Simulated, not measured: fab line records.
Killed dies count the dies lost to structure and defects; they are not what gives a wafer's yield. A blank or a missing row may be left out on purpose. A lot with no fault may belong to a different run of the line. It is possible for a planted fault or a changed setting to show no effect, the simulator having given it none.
fab line records    flow n5-finfet
[record] lots = 3  wafers = 9  last-day = 16
route steps=1938 shown BEOL_M12@1627 BEOL_M13@1659 BEOL_M15@1830 PASSIVATION@1936
lots untouched by any fault: they come from a run of this same line in which no faults occurred
start-h: the number of hours between the record's first day and the start of the first shown wafer of the lot    wait-h: how many hours have passed since the lot's step before this one    " same as the row above    L1.1+2: a row that stands for several wafers    - no value, or no start was given    * or withheld: withheld    < > ~ a bound
route shown NAME@n: names a module that has steps shown in the file, with the first one's number in the route    usual: mean and standard deviation over wafers with no fault    same: alike in all rows    chamber/n: place in a boat    sites: the reading at each site    _std_site: standard deviation of those values    _edge_site: inner sites' mean taken away from outer sites' mean    radius-mm: how far each site lies from the wafer's centre    mask NAME#n: copy n    behind: the tool/chamber that last shaped the wafer    hold: the reason the lot was held/the length of the hold in hours/how it ended    device: whichever transistor did not switch (one of n, p or np)    end of line: the route-end tests of the same wafers    a step with no rows: only its recipe    killed: not the wafer's yield, but the dies lost to structure and defects at the first sort    map: a wafer's dies, x killed, . not, _ none there
set.NAME: setting as actually run; set.NAME@STEP: the setting as run at that earlier step    model.NAME: the simulator's own value behind a step, which no gauge read
lots at some steps of the route; a table a step, a row a wafer
services: a tool's chamber out of use, with start hour (start-h, from the record's first day; less than 0 if before it), hours out, and reason
[[steps]]
[step N5_BEOL_M12_SOFTBAKE_23]
[recipe] temp-c = 130  time-s = 60
[step N5_BEOL_M12_EXPOSE_25]
[recipe] mask-id = M12  na = 0.93  source-shape = conventional  sigma-outer = 0.4  polarization = unpolarized  dose-mj = 21.8
[step N5_BEOL_M12_PEB_26]
[recipe] peb-temp-c = 130  peb-time-s = 90
[step N5_BEOL_M12_DEVELOP_27]
[recipe] develop-time-s = 45  rinse-liquid = diw  dry = air-spin  dev-temp-c = 21
[step N5_BEOL_M12_HARDBAKE_32]
[recipe] temp-c = 130  time-s = 120
[step N5_BEOL_M12_DESCUM_33]
[recipe] chemistry = O2  time-s = 7.9  source-power-w = 50  bias-power-w = 20  pressure-mtorr = 20  rf-frequency-hz = 2.712e+07  temp-c = 40  o2-flow-sccm = 225
[step N5_BEOL_M12_ETCH_67]
[recipe] chemistry = CF4  target = SiARC  target-depth-a = 1430  time-s = 238.3  ion-energy-ev = 80  pressure-mtorr = 40  source-w = 545  bias-w = 36  Ar_flow_sccm = 100  cf4-flow-sccm = 100  ends = cleared
[step N5_BEOL_M12_ETCH_68]
[recipe] chemistry = N2/H2  target = SOC  mask-material = SiARC  source-w = 3000  bias-w = 350  temp-c = 40  time-s = 285  ion-energy-ev = 200  pressure-mtorr = 30  n2-flow-sccm = 200  h2-flow-sccm = 200
[step N5_BEOL_M12_STRIP_69]
[recipe] chemistry = N2/H2  temp-c = 40  n2-flow-sccm = 200  h2-flow-sccm = 200  rf-frequency-hz = 6e+07
[step N5_BEOL_M12_TRENCH_ETCH_34]
[recipe] chemistry = C4F8/O2/Ar  target = SiOC  target-depth-a = 3189.5  mask-material = SOC  pressure-mtorr = 30  source-w = 3000  bias-w = 700  Ar_flow_sccm = 400  C4F8_flow_sccm = 15  O2_flow_sccm = 8  he-inner-torr = 15  he-outer-torr = 30  time-s = 125.5  ion-energy-ev = 250
[usual] C4F8_flow_sccm = 15.00/0.047  drypump-motor-current-A = 5.6/0.58  oes-product-au = 0.83/0.081  rf-vpp-V = 666/3.5  showerhead-plenum-p-Torr = 3.44/0.11  throttle-valve-pct = 24.0/0.32
lot.wafer  tool         chamber  start-h  wait-h  C4F8_flow_sccm  drypump-motor-current-A  oes-product-au  rf-hours-counter-h  rf-vpp-V  showerhead-plenum-p-Torr  throttle-valve-pct  model.etch.depth-nm
L644.2     rie-diel-05  3        254.14   0.0     15.04           5.3                      0.91            15                  662       3.38                      23.9                308.2
L644.3     "            0        "        "       14.98           5.3                      0.77            137                 661       3.32                      24.1                316.5
L644.4     "            2        "        "       14.96           5.6                      0.75            142                 665       3.44                      24.2                306.7
L651.2     rie-diel-05  2        295.14   0.0     15.02           5.6                      0.73            155                 666       3.43                      24.3                281.8
L651.5     "            1        "        "       14.95           4.9                      0.83            -                   662       3.32                      23.5                296.2
L651.6     "            0        "        "       15.09           5.3                      0.76            -                   662       3.32                      24.1                315.5
L659.3     rie-diel-02  2        350.67   0.0     14.96           5.4                      0.80            101                 670       3.54                      23.6                310.1
L659.4     "            3        "        "       15.04           5.8                      0.74            174                 665       3.40                      24.0                318.8
L659.5     "            1        "        "       14.93           6.0                      0.87            -                   668       3.47                      24.0                310.7
[step N5_BEOL_M12_STRIP_70]
[recipe] chemistry = C4F8/O2/Ar  resist = SiARC  rf-frequency-hz = 6e+07
[step N5_BEOL_M12_OCD_MEAS_35]
[usual] trench-depth-nm = 318/6.5
lot.wafer  tool    chamber  start-h  wait-h  trench-depth-nm
L644.2     ocd-01  -        254.29   0.0     309
L644.3     "       -        "        "       317
L644.4     "       -        "        "       307
L651.2     ocd-01  -        295.29   0.0     282
L651.5     "       -        "        "       296
L651.6     "       -        "        "       316
L659.3     ocd-01  -        350.83   0.0     310
L659.4     "       -        "        "       319
L659.5     "       -        "        "       311
[step N5_BEOL_M12_STRIP_37]
[recipe] chemistry = N2/H2  power-w = 1000  temp-c = 250  h2-frac = 0.65  overash-fraction = 0.3  pressure-mtorr = withheld  n2-flow-sccm = 1750  h2-flow-sccm = 3250
[step N5_BEOL_M12_ETCH_38]
[recipe] chemistry = CF4/N2  target = SiCN  target-depth-a = 687  taper-deg = 2  time-s = 73.4  ion-energy-ev = 150  mask-material = SiO2  pressure-mtorr = 40  source-w = 430  bias-w = 70  Ar_flow_sccm = 100  cf4-flow-sccm = 60  n2-flow-sccm = 60
[step N5_BEOL_M12_PRECLEAN_39]
[recipe] chemistry = residue-remover  time-s = 60  temp-c = 40
[step N5_BEOL_M12_SRD_40]
[recipe] time-s = 30  temp-c = 23  rinse-liquid = diw  dry = n2-spin  spin-rpm = 1500  dry-time-s = 30
[step N5_BEOL_M12_DEGAS_41]
[recipe] ambient = vacuum  temp-c = 250  time-s = 60
[step N5_BEOL_M12_PRE_CLEAN_42]
[recipe] gas = H2/He  time-s = 30  temp-c = 250
[step N5_BEOL_M12_SPUTTER_43]
[recipe] material = TaN  target-thk-a = 150  temp-c = 50  bias-v = 168.6  power-w = 15000  chamber-pressure-pa = 0.12  time-s = 24.19
[step N5_BEOL_M12_SPUTTER_44]
[recipe] material = Ta  target-thk-a = 100  temp-c = 50  bias-v = 80  power-w = 15000  chamber-pressure-pa = 0.07  time-s = 16.13
[step N5_BEOL_M12_SPUTTER_45]
[recipe] material = Cu  target-thk-a = 800  temp-c = -20  bias-v = 60  power-w = 26000  chamber-pressure-pa = 0.13  time-s = 13.33
[step N5_BEOL_M12_ECD_47]
[recipe] material = Cu  target-thk-a = 7200
[step N5_BEOL_M12_ANNEAL_48]
[recipe] temp-c = 225  time-s = 90  ambient = N2
[step N5_BEOL_M12_CMP_49]
[recipe] stop-on = SiOC  t-overpolish-s = 20.6  down-force-psi = 1  platen-rpm = 50  clearing-platen-down-force-psi = 1.5  clearing-platen-rpm = 50  post-cmp-clean = cu-alkaline  target-thk-nm = 320  clearing-platen-pad-velocity-m-s = 0.99484  pad-velocity-m-s = 0.99484
[usual] barrier-field-endpoint-s = 30.0/0.67  motor-current-A = 6.0/0.39  overpolish-run-s = 20.601/0.0096  slurry-filter-dp-kPa = 13.49/0.13  slurry-flow-ml-min = 150.0/0.5
lot.wafer  tool    chamber  start-h  wait-h  barrier-field-endpoint-s  motor-current-A  overpolish-run-s  slurry-filter-dp-kPa  slurry-flow-ml-min  model.Cu_of_BEOL_M12_ECD_47.thk-nm
L644.2     cmp-03  3        259.55   0.4     30.9                      6.1              20.596            13.57                 150.2               310.4
L644.3     "       0        "        "       30.8                      6.5              20.615            13.35                 150.2               317
L644.4     "       2        "        "       29.4                      5.9              20.598            13.39                 149.5               307.6
L651.2     cmp-04  2        299.47   0.2     30.0                      5.2              20.582            13.56                 150.2               282.2
L651.5     "       2        "        "       30.6                      5.5              20.604            13.03                 150.9               296
L651.6     "       3        "        "       31.4                      5.5              20.608            13.56                 150.2               317.4
L659.4     cmp-02  1        353.56   0.1     31.3                      6.7              20.600            13.34                 149.5               321.8
L659.3     "       2        "        "       29.9                      6.0              20.597            13.63                 149.4               312.2
L659.5     "       1        "        "       30.3                      6.2              20.600            13.47                 149.6               313.2
[step N5_BEOL_M12_THK_MEAS_50]
[recipe] thk-meas-gauge = xrf  reads = Cu_of_BEOL_M12_ECD_47
[usual] M12_THK = 313/7.2
lot.wafer  tool           chamber  start-h  wait-h  M12_THK[nm]
L644.2     film-metro-02  -        259.85   -       304
L644.3     "              -        "        "       313
L644.4     "              -        "        "       302
L651.2     film-metro-01  -        299.76   -       275
L651.5     "              -        "        "       289
L651.6     "              -        "        "       310
L659.3     film-metro-01  -        353.85   -       310
L659.4     "              -        "        "       318
L659.5     "              -        "        "       309
[step N5_BEOL_M12_PRE_CLEAN_52]
[recipe] gas = NH3  time-s = 15  temp-c = withheld  rf-power-w = 300
[step N5_BEOL_M12_DEP_53]
[recipe] material = SiCN  target-thk-a = 300  temp-c = withheld  precursor = 3MS/NH3  pressure-torr = 3  rf-w = 675  time-s = 10.5
[step N5_BEOL_M12_RS_MEAS_54]
[recipe] thk-meas-gauge = four-point-probe  reads = Cu_of_BEOL_M12_ECD_47+Ta_of_BEOL_M12_SPUTTER_44+TaN_of_BEOL_M12_SPUTTER_43
[usual] M12_RS = 0.0602/0.0013
lot.wafer  tool           chamber  start-h  wait-h  M12_RS[ohm/sq]
L644.2     film-metro-01  -        260.00   0.1     0.0619
L644.3     "              -        "        "       0.0606
L644.4     "              -        "        "       0.0626
L651.2     film-metro-01  -        299.90   0.1     0.0683
L651.5     "              -        "        "       0.0652
L651.6     "              -        "        "       0.0604
L659.3     film-metro-02  -        353.98   0.0     0.0614
L659.4     "              -        "        "       0.0596
L659.5     "              -        "        "       0.0613
[step N5_BEOL_M13_ILD_DEP_00]
[recipe] material = SiOC  target-thk-a = 8379.2  temp-c = 350  precursor = DEMS/O2  pressure-torr = 5  rf-w = 500  time-s = 166.4
[step N5_BEOL_M13_COAT_58]
[recipe] resist = BARC  temp-c = 205  time-s = 60  spin-rpm = 1500  resist-thk-nm = 89
[step N5_BEOL_M13_COAT_04]
[recipe] spin-rpm = 1625  resist-thk-nm = 400
[step N5_BEOL_M13_EBR_06]
[recipe] solvent = PGMEA  ebr-width-mm = 1.5
[step N5_BEOL_M13_SOFTBAKE_05]
[recipe] temp-c = 130  time-s = 60
[step N5_BEOL_M13_EXPOSE_07]
[recipe] mask-id = V12  na = 0.93  source-shape = conventional  sigma-outer = 0.6  polarization = unpolarized  attpsm-phase-deg = 180  dose-mj = 24.8
[step N5_BEOL_M13_PEB_08]
[recipe] peb-temp-c = 130  peb-time-s = 90
[step N5_BEOL_M13_DEVELOP_09]
[recipe] develop-time-s = 45  rinse-liquid = diw  dry = air-spin  dev-temp-c = 21
[step N5_BEOL_M13_HARDBAKE_14]
[recipe] temp-c = 130  time-s = 120
[step N5_BEOL_M15_RC_MEAS_101]
[usual] COMB_M10 = 1.5e-11/3.1e-12  COMB_M10_max_site = 2.1e-11/5e-12  COMB_M11 = 1.5e-11/3.6e-12  COMB_M12 = 6.7e-12/1.8e-12  COMB_M12_max_site = 9.5e-12/2.6e-12  COMB_M13 = 4.6e-12/1.2e-12  COMB_M14 = 3.8e-12/1.3e-12  COMB_M15 = 2.7e-12/1.1e-12  COMB_M5 = 3.5e-11/6.8e-12  COMB_M6 = 2.6e-11/5.7e-12  COMB_M7 = 2.5e-11/4.9e-12  COMB_M7_max_site = 3.5e-11/7.8e-12  COMB_M8 = 2.6e-11/5.8e-12  COMB_M9 = 1.5e-11/3.4e-12  SERP_M10 = 3.11/0.099  SERP_M11 = 3.07/0.096  SERP_M12 = 0.640/0.02  SERP_M12_max_site = 0.652/0.021  SERP_M13 = 0.309/0.007  SERP_M14 = 0.161/0.0058  SERP_M5 = 38.8/1.6  SERP_M6 = 13.9/0.5  SERP_M7 = 14.1/0.67  SERP_M8 = 14.0/0.59  SERP_M9 = 3.06/0.096
lot.wafer  tool       chamber  start-h  wait-h  COMB_M10[S/m]  COMB_M10_max_site[S/m]  COMB_M11[S/m]  COMB_M12[S/m]  COMB_M12_max_site[S/m]  COMB_M13[S/m]  COMB_M14[S/m]  COMB_M15[S/m]  COMB_M5[S/m]  COMB_M6[S/m]  COMB_M7[S/m]  COMB_M7_max_site[S/m]  COMB_M8[S/m]  COMB_M9[S/m]  SERP_M10[ohm/um]  SERP_M11[ohm/um]  SERP_M12[ohm/um]  SERP_M12_max_site[ohm/um]  SERP_M13[ohm/um]  SERP_M14[ohm/um]  SERP_M5[ohm/um]  SERP_M6[ohm/um]  SERP_M7[ohm/um]  SERP_M8[ohm/um]  SERP_M9[ohm/um]
L644.2     prober-01  0        275.03   0.2     1.3e-11        2.1e-11                 1.2e-11        5.1e-12        7.4e-12                 5.8e-12        2.2e-12        1.4e-12        2.5e-11       3.1e-11       1.7e-11       2.4e-11                3.2e-11       9e-12         3.22              2.89              0.678             0.700                      0.315             0.151             38.6             15.0             14.0             14.5             3.05
L644.3     "          0        "        "       1.4e-11        1.8e-11                 1.3e-11        5.4e-12        7.2e-12                 3.5e-12        3.6e-12        2e-12          2.9e-11       1.7e-11       2.1e-11       2.7e-11                2.2e-11       1.1e-11       3.14              2.95              0.669             0.682                      0.315             0.168             40.1             15.1             14.2             14.2             3.10
L644.4     "          0        "        "       7e-12          1e-11                   1e-11          4.1e-12        7e-12                   5e-12          2.8e-12        1.7e-12        4.8e-11       2.1e-11       2.4e-11       2.7e-11                2.1e-11       1.5e-11       3.17              2.95              0.683             0.702                      0.302             0.159             39.6             14.2             14.2             13.4             3.12
L651.2     prober-01  0        318.16   0.2     1.6e-11        2.1e-11                 1.2e-11        5.2e-12        8.1e-12                 3.1e-12        3.6e-12        2e-12          2.6e-11       2.5e-11       3e-11         4.8e-11                2e-11         1.6e-11       3.10              2.93              0.740             0.763                      0.303             0.165             38.8             13.5             14.4             13.5             2.99
L651.5     "          0        "        "       1.5e-11        2.1e-11                 1.7e-11        4.4e-12        7.4e-12                 3.5e-12        2.6e-12        2.1e-12        2.3e-11       2.2e-11       1.9e-11       2.7e-11                2.4e-11       1.2e-11       3.25              2.97              0.694             0.706                      0.308             0.165             39.7             13.4             13.8             13.8             2.94
L651.6     "          0        "        "       1.5e-11        1.9e-11                 1e-11          5.3e-12        9.1e-12                 4.5e-12        3.3e-12        1.4e-12        3.1e-11       2e-11         2.7e-11       3.9e-11                2.8e-11       1.8e-11       3.15              2.88              0.632             0.653                      0.315             0.164             39.0             14.0             13.9             13.6             2.94
L659.3     prober-01  0        376.25   0.3     1.6e-11        2.6e-11                 1.4e-11        6.1e-12        1.11e-11                5.5e-12        2.8e-12        1.4e-12        3.6e-11       2.3e-11       3.8e-11       4.9e-11                2.3e-11       1.3e-11       3.16              2.99              0.666             0.679                      0.293             0.155             35.9             14.2             13.8             13.3             2.89
L659.4     "          0        "        "       1.9e-11        2.6e-11                 1.3e-11        4.4e-12        6.1e-12                 2.8e-12        3.6e-12        1.8e-12        3.8e-11       2.4e-11       2.4e-11       3e-11                  2.4e-11       1.8e-11       3.05              2.90              0.623             0.631                      0.300             0.165             35.9             14.1             13.7             13.0             2.93
L659.5     "          0        "        "       1.5e-11        3.5e-11                 1.5e-11        6e-12          8.5e-12                 3e-12          3.1e-12        2e-12          3.5e-11       2.3e-11       2.3e-11       3.3e-11                2.5e-11       1.6e-11       3.12              2.95              0.672             0.693                      0.296             0.161             39.0             14.5             13.6             13.1             2.96
// sites SERP_M12 radius-mm=0,75,75,75,75,140,140,140,140
L644.2 0.654 0.678 0.667 0.685 0.662 0.700 0.679 0.670 0.680
L651.2 0.710 0.748 0.716 0.723 0.721 0.746 0.740 0.749 0.763
L659.3 0.650 0.679 0.663 0.663 0.675 0.673 0.666 0.670 0.664
[step N5_PASSIVATION_PROBE_49]
[usual] defect-limited-yield = 91.2/1.6  killed_at_M0_to_M3 = 34/11  killed_at_M4_up = 14/5.7  killed-at-contacts = 14/6.6  killed-at-front-end = 37/10  killed-at-other = 4/3.2  killed-dies = 104/19  killed-open = 69/13  killed-short = 33/8.7  sort_bin_5_function = 5.1/1  sort_bin_6_memory = 3.3/0.76  sort-n-pass = 1076/19  sort-yield-pct = 91.2/1.6
[same] gross-dies = 1180  killed-at-back-side = 0  sort_bin_4_leakage[%] = 0  sort_bin_8_speed[%] = 0
lot.wafer  tool       chamber  start-h  wait-h  defect-limited-yield[%]  killed_at_M0_to_M3  killed_at_M4_up  killed-at-contacts  killed-at-front-end  killed-at-other  killed-dies  killed-open  killed-short  sort_bin_5_function[%]  sort_bin_6_memory[%]  sort-n-pass  sort-yield-pct[%]
L644.2     prober-02  -        291.58   0.1     93.6                     30                  14               8                   22                   1                75           50           24            3.8                     2.5                   1105         93.6
L644.4     prober-02  -        291.68   0.2     93.6                     28                  4                10                  32                   2                76           49           27            3.9                     2.4                   1104         93.6
// killed by level:class
L644.2 MOL_CONTACT_COAG:geometric-particle:open=6 BEOL_M0_SAQP:geometric-particle:open=6 BEOL_M2:geometric-particle:open=6 BEOL_M1:geometric-particle:open=5 STARTING-WAFER:geometric-particle:open=5 GATE_CUT:geometric-particle:short=4 BEOL_M0_SAQP:geometric-particle:short=4 BEOL_M3:geometric-particle:open=4
L644.4 STI_FIN_REVEAL:geometric-particle:open=8 MOL_CONTACT_COAG:geometric-particle:open=8 BEOL_M1:geometric-particle:open=8 FIN_SAQP:geometric-particle:short=6 BEOL_M0_SAQP:geometric-particle:short=5 BEOL_M0:geometric-particle:open=5 GATE_CUT:geometric-particle:short=4 BEOL_M0:geometric-particle:short=4
[[services]]
tool         chamber  start-h  hours  kind
cmp-03       -        233.89   0.3    repair
cmp-02       -        237.89   4.0    pm
cmp-02       -        241.89   -      consumable-replace:conditioner
cmp-02       -        241.89   -      consumable-replace:pad
cmp-02       -        245.71   4.2    repair
rie-diel-05  -        250.18   0.4    repair
cmp-03       -        259.78   4.0    pm
cmp-03       -        263.78   -      consumable-replace:conditioner
cmp-03       -        263.78   -      consumable-replace:pad
rie-diel-02  1        268.76   -      clean
rie-diel-02  1        268.76   -      consumable-replace:focus-ring
cmp-04       -        278.21   0.4    repair
cmp-02       -        283.57   2.2    repair
cmp-02       -        298.87   3.1    repair
cmp-03       -        311.07   5.7    pm
cmp-02       -        320.60   7.2    pm
cmp-03       -        324.47   1.2    repair
rie-diel-05  2        325.98   13.5   repair
rie-diel-05  -        330.64   3.9    repair
cmp-02       -        334.81   0.5    repair
rie-diel-05  3        336.29   3.1    repair
cmp-04       -        337.08   5.0    pm
cmp-03       -        338.28   3.1    repair
cmp-02       -        341.57   5.1    pm
[[key]]
[first-sign] step = N5_BEOL_M12_OCD_MEAS_35  reading = trench-depth-nm  direction = down  sigmas = 4.5  usual = 318  struck = 289
[effect] step = N5_BEOL_M12_THK_MEAS_50  reading = M12_THK  direction = down  sigmas = 4.4  usual = 313  struck = 282
[effect] step = N5_BEOL_M12_RS_MEAS_54  reading = M12_RS  direction = up  sigmas = 5.1  usual = 0.0602  struck = 0.0667
[effect] step = N5_BEOL_M15_RC_MEAS_101  reading = SERP_M12  direction = up  sigmas = 3.9  usual = 0.640  struck = 0.717
[model-effect] step = N5_BEOL_M12_TRENCH_ETCH_34  value = etch.depth-nm  without = 308.9  struck = 289
[model-effect] step = N5_BEOL_M12_CMP_49  value = Cu_of_BEOL_M12_ECD_47.thk-nm  without = 308.9  struck = 289.1
met-at N5_BEOL_M12_TRENCH_ETCH_34
struck-wafers L651.2,L651.5
onset-between 254.14 295.14
[fault] kind = process-parameter-drift  tool = rie-diel-05  chamber = -  onset-h = 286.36  steps = N5_BEOL_M12_TRENCH_ETCH_34  channel = target-depth-a  offset = -204.81  shape = step  end-h = 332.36  scope = struck-wafers-only  acts-in = these-recipes-only  stated = 3189.5
